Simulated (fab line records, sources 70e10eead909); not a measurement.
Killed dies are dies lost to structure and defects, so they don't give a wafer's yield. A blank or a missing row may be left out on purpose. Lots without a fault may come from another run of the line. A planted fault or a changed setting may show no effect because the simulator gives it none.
Which tool did it? | flow nand_harc | 14 lots, 42 wafers sampled, at 4 steps of a route of 1302

WHAT THE GAUGES READ, wafer by wafer
NHARC_THIN_TSV_CD_MEAS_37. Usual: cd_nm 5000.4 nm, standard deviation 2.
lot  | measured     | on        | cd_nm (nm)           | flag
L121 | day 24 05:04 | cd_sem-03 | 5000.2 4999.0 5003.2 |
L122 | day 24 05:49 | cd_sem-03 | 4998.9 5000.9 5000.4 |
L123 | day 24 17:25 | cd_sem-01 | 4998.3 5003.9 5003.4 |
L124 | day 25 12:20 | cd_sem-02 | 4999.9 4995.0 5000.3 |
L126 | day 26 09:22 | cd_sem-03 | 5002.5 5000.8 5002.9 |
L127 | day 26 00:11 | cd_sem-01 | 5002.2 5000.0 5001.2 |
L129 | day 27 20:55 | cd_sem-03 | 5002.2 5000.8 4999.9 |
L131 | day 28 23:35 | cd_sem-01 | 4998.6 4999.4 5001.4 |
L132 | day 28 22:31 | cd_sem-01 | 5003.4 5002.5 5002.3 |
L135 | day 29 20:38 | cd_sem-03 | 5002.9 5000.8 4999.9 |
L139 | day 32 10:09 | cd_sem-01 | 4997.1 4998.3 4997.4 |
L140 | day 32 10:56 | cd_sem-02 | 5001.1 5000.7 5002.2 |
L143 | day 32 20:27 | cd_sem-03 | 4998.9 4998.5 4999.4 |
L144 | day 33 04:14 | cd_sem-02 | 4998.0 4998.8 5000.9 |

NHARC_END_SORT_01. Usual: killed_at_array 59, standard deviation 19; killed_at_other 0.6, standard deviation 0.85; killed_at_periphery 3.8, standard deviation 2.5; killed_dies 64, standard deviation 19; killed_open 3.3, standard deviation 1.8; killed_short 2.2, standard deviation 1.6.
lot  | measured     | on        | killed_at_array | killed_at_other | killed_at_periphery | killed_dies | killed_open | killed_short | flag
L139 | day 32 18:33 | prober-01 | 131 148 142     | 0 0 1           | 9 3 6               | 140 151 149 | 4 2 4       | 3 3 3        | OFF
L143 | day 33 04:46 | prober-02 | 120 133 135     | 1 2 0           | 3 2 2               | 124 137 137 | 3 2 4       | 3 2 1        | OFF

WHICH TOOL RAN EACH LOT (tool, then ch and the chambers of the sampled wafers, then the start)
lot  | NHARC_A_ONON_D1_DEP_19           | NHARC_THIN_TSV_ANNEAL_52
L121 | pecvd_onon-02 ch 0, day 8 09:22  | rtp_anneal-01 ch 0, day 24 01:43
L122 | pecvd_onon-04 ch 0, day 8 09:22  | rtp_anneal-01 ch 0, day 24 02:19
L123 | pecvd_onon-03 ch 0, day 9 05:05  | rtp_anneal-02 ch 0, day 24 14:02
L124 | pecvd_onon-02 ch 0, day 9 13:47  | rtp_anneal-02 ch 0, day 25 08:57
L126 | pecvd_onon-02 ch 0, day 10 04:28 | rtp_anneal-01 ch 0, day 26 05:56
L127 | pecvd_onon-02 ch 0, day 10 23:14 | rtp_anneal-02 ch 0, day 25 20:54
L129 | pecvd_onon-04 ch 0, day 11 21:43 | rtp_anneal-01 ch 0, day 27 17:43
L131 | pecvd_onon-02 ch 0, day 12 17:53 | rtp_anneal-01 ch 0, day 28 20:11
L132 | pecvd_onon-02 ch 0, day 13 02:41 | rtp_anneal-01 ch 0, day 28 19:09
L135 | pecvd_onon-02 ch 0, day 14 04:13 | rtp_anneal-02 ch 0, day 29 17:19
L139 | pecvd_onon-02 ch 0, day 15 15:38 | rtp_anneal-01 ch 0, day 32 06:34
L140 | pecvd_onon-04 ch 0, day 15 22:28 | rtp_anneal-01 ch 0, day 32 07:40
L143 | pecvd_onon-02 ch 0, day 17 06:14 | rtp_anneal-02 ch 0, day 32 17:02
L144 | pecvd_onon-04 ch 0, day 17 19:21 | rtp_anneal-02 ch 0, day 33 00:51
- NHARC_A_ONON_D1_DEP_19: target thk 1000 nm.
- NHARC_THIN_TSV_ANNEAL_52: time 90 s.

WHAT THE TOOLS THEMSELVES READ (means of the sampled wafers that have a number; where no wafer has one, the mark that the record gives instead)
NHARC_THIN_TSV_ANNEAL_52. Usual: anneal_temp_c_max 225.71, standard deviation 0.21; wafer_temp_C_max 225.95, standard deviation 0.26.
lot  | tool          | anneal_temp_c_max | wafer_temp_C_max | flag
L121 | rtp_anneal-01 | 225.69            | 225.91           |
L122 | rtp_anneal-01 | 225.73            | 225.98           |
L123 | rtp_anneal-02 | 225.65            | 225.87           |
L124 | rtp_anneal-02 | 225.54            | 225.89           |
L126 | rtp_anneal-01 | 225.78            | 226.36           |
L127 | rtp_anneal-02 | 225.45            | 225.62           |
L129 | rtp_anneal-01 | 225.74            | 226.04           |
L131 | rtp_anneal-01 | 225.76            | 226.16           |
L132 | rtp_anneal-01 | 225.76            | 225.96           |
L135 | rtp_anneal-02 | 225.87            | 225.78           |
L139 | rtp_anneal-01 | 226.01            | 225.95           |
L140 | rtp_anneal-01 | 226.22            | 226.07           |
L143 | rtp_anneal-02 | 225.58            | 225.52           |
L144 | rtp_anneal-02 | 225.96            | 225.95           |

THE ANSWER, worked out from the rows above alone
Rule: a lot is off if the mean of its wafers that have a number lies more than 3 standard deviations from the usual mean. A lot without any number at a reading at which 4 lots or more have one is off too. The other lots that the step has rows for count as sound. The gauges are gone through in route order, then the tools' own readings, and for those a lot's mean is taken as printed above. The first step at which some lot is off is used, and at that step the reading that is off furthest; a lot without a number counts as furthest.
Off: L139, L143, at NHARC_END_SORT_01 (killed_dies). Neither off nor sound, because the step has no rows for them: L121, L122, L123, L124, L126, L127, L129, L131, L132, L135, L140, L144.
A tool fits if, at a process step before that reading, it ran every lot that is off, and no sound lot after the first of them. The gauges at NHARC_END_SORT_01 are tried like those tools. One fits: pecvd_onon-02 at NHARC_A_ONON_D1_DEP_19. It ran no sound lot before its first lot that is off in this sample, so the start can't be narrowed down.

WHAT THE SIMULATOR HAD PUT IN
Chamber particle source: pecvd_onon-02, from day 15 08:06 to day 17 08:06, at NHARC_A_ONON_D1_DEP_19. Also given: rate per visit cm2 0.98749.
Lots struck among those shown: L139, L143. The rule above found the same.
